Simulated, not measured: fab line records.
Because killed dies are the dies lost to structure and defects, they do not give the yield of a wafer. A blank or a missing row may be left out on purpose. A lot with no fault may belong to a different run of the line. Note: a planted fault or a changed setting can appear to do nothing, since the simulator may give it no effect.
Lot-split experiment	flow n5-finfet	21 wafers read across 7 lots, on a route 1938 steps long

## SPLIT DETAILS
At N5_FIN_SAQP_SPACER1_ALD_24 (deposits SiO2, target thk 20.3 nm, pulse time 1 s, purge time 2 s), the setting ald-cycles was moved away from the recipe's 218 on 6 of the 21 wafers read, by -11.9% to +16.5%. This setting was run at the recipe's value on the other wafers.

## FROM THE SPLIT TO THE READING: what the file shows between them, 2 steps
- N5_FIN_SAQP_SPACER1_ETCHBACK_25: etches SiO2 in CHF3/O2, target depth 24.4 nm, time 12.2 s
- N5_FIN_SAQP_MANDREL1_REMOVE_56: chemistry HBr/Cl2/O2, target a-Si, stops on SiNx, bt time 10 s

## THE READING
cd-nm at N5_FIN_SAQP_CD_MEAS_27, given in nm (cd target 20 nm). Typical for fault-free wafers on this fab line: 20.23 nm, with standard deviation 0.26 nm.

wafer	tool, chamber at the split	ald-cycles as run	against the recipe	cd-nm, nm	against lot-mates on the recipe
L074.1	ald-sin-01, 1	218	recipe	20.28	-
L074.2	ald-sin-01, 3,0	218	recipe	20.59	-
L074.4	ald-sin-01, 3,0	218	recipe	20.28	-
L075.4	ald-sin-04, 0,2,1	218	recipe	20.19	-
L075.5	ald-sin-04, 0,2,1	218	recipe	20.57	-
L075.6	ald-sin-04, 0,2,1	218	recipe	19.93	-
L078.1	ald-sin-01, 3	192	-11.9%	17.48	-2.66
L078.3	ald-sin-01, 1	218	recipe	20.02	-
L078.6	ald-sin-01, 2	218	recipe	20.27	-
L081.3	ald-sin-01, 0,1	218	recipe	20.52	-
L081.4	ald-sin-01, 0,1	218	recipe	19.93	-
L081.5	ald-sin-01, 0	218	recipe	20.26	-
L089.2	ald-sin-01, 2,0	209	-4.1%	19.18	no lot-mate on the recipe
L089.5	ald-sin-01, 2,0	209	-4.1%	19.26	no lot-mate on the recipe
L089.6	ald-sin-01, 3	209	-4.1%	19.40	no lot-mate on the recipe
L090.1	ald-sin-04, 2	218	recipe	20.64	-
L090.2	ald-sin-04, 1	218	recipe	20.18	-
L090.4	ald-sin-04, 0	254	+16.5%	23.60	+3.19
L091.1	ald-sin-04, 3,0	218	recipe	20.31	-
L091.3	ald-sin-04, 3,0	218	recipe	20.46	-
L091.5	ald-sin-04, 0	232	+6.4%	21.25	+0.87
When a row names more than one chamber, that row covers several wafers, and the file does not tell which wafer ran in which chamber.

THE FIT
A straight line over all 21 wafers: cd-nm changes by +0.21 nm for each +1% of ald-cycles; r = +0.98; the points scatter about the line by 0.23 nm.
The same after taking each lot's own level away (the mean of its wafers on the recipe; 18 wafers): +0.198 nm for each +1%; r = +0.98; scatter 0.23 nm.
According to that fit, moving ald-cycles by its largest amount changes the reading by 3.3 nm.
The lots' own levels span 20.145 to 20.410 nm, that is 1.0 times the standard deviation above.
Hence the lot-to-lot level has little effect on the slope; both slopes agree.
Check: +3.3 nm against its lot-mates is what the line predicts for one of the wafers moved furthest among these (+16.5%) when that wafer is left out of the fit. It came out at +3.19 nm against them.

## THE OTHER SPLITS THESE WAFERS WENT THROUGH
Note: prior to the reading, these wafers also went through further splits. Each is held against what the fit with the lots' levels taken away leaves over:
other split on the same wafers	wafers away from the commonest value	r with cd-nm (lot level and that fit taken away)
N5_WELL_APT_EXPOSE_05 dose-mj	9	+0.08
N5_WELL_APT_PEB_06 peb-temp-c	7	+0.24
N5_PMOS_HMC_CHANNEL_EPI_DEVELOP_08 develop-time-s	2	+0.07

## THE WHOLE CHAIN: every reading that the file lists as answering this split, in the file's order
step	what it does	reading	change (the file's fit)	r (the file's)
N5_FIN_SAQP_SPACER1_ALD_24	deposits SiO2, target thk 20.3 nm, pulse time 1 s, purge time 2 s	SiO2_of_FIN_SAQP_SPACER1_ALD_24.thk-nm (the simulator's own value, which no gauge read)	+0.209 nm for each +1% of the setting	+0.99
N5_FIN_SAQP_MANDREL1_REMOVE_56	chemistry HBr/Cl2/O2, target a-Si, stops on SiNx, bt time 10 s	FIN_SAQP.cd-nm (the simulator's own value, which no gauge read)	+0.2 nm for each +1% of the setting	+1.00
N5_FIN_SAQP_CD_MEAS_27	target cd 20 nm	cd-nm	+0.197 nm for each +1% of the setting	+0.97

## FILE'S OWN FIT
cd-nm changes by +0.197 nm for each +1% of ald-cycles, r = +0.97.
